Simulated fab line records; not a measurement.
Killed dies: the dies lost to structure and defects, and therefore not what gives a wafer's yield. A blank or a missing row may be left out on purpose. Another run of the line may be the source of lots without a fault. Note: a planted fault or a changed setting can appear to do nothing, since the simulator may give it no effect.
Chamber matching -- flow nand-harc -- NHARC_A_SGD_CUT_CMP_21 on cmp-03: 4 sister chambers
The step polishes, target thk 148.19 nm. 4 wafers are shown with their chamber, then 8 later ones without.

== WAFERS PAIRED WITH THEIR CHAMBERS ==
wafer,chamber,motor-current-A (A)
L080.6,1,11.8
L084.5,3,12.0
L084.6,2,11.1
L088.2,0,12.0

== WAFERS WITHOUT THEIR CHAMBER ==
wafer,motor-current-A (A)
L088.4,11.4
L088.5,11.3
L092.1,11.7
L092.2,12.3
L092.5,11.2
L096.1,11.5
L096.3,10.7
L096.6,11.9

== CHAMBER TAKEN BY EACH ==
wafer,from the rows above,in truth
L088.4,can't be placed: 2 or 1 or 0 or 3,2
L088.5,can't be placed: 2 or 1 or 0 or 3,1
L092.1,can't be placed: 1 or 0 or 3 or 2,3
L092.2,can't be placed: 0 or 3 or 1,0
L092.5,2,2
L096.1,can't be placed: 1 or 2 or 0 or 3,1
L096.3,2,2
L096.6,can't be placed: 0 or 1 or 3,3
Correctly placed: 2 of 8. Can't be placed from these rows: 6 (the true chamber is among the candidates in 6). Number placed wrongly: 0.
How it was worked out, from the rows above alone: a wafer's distance from a chamber is the root of the sum, over the readings, of the square of ((its reading less the chamber's mean) divided by the reading's scatter). If the next closest chamber is less than 2 further off than the closest, the wafer can't be placed; otherwise it belongs to the closest. A chamber's mean is the mean of its shown wafers. The scatter: with one shown wafer a chamber, the root of the mean of the squares of how far each hidden wafer lies from its nearest shown one.
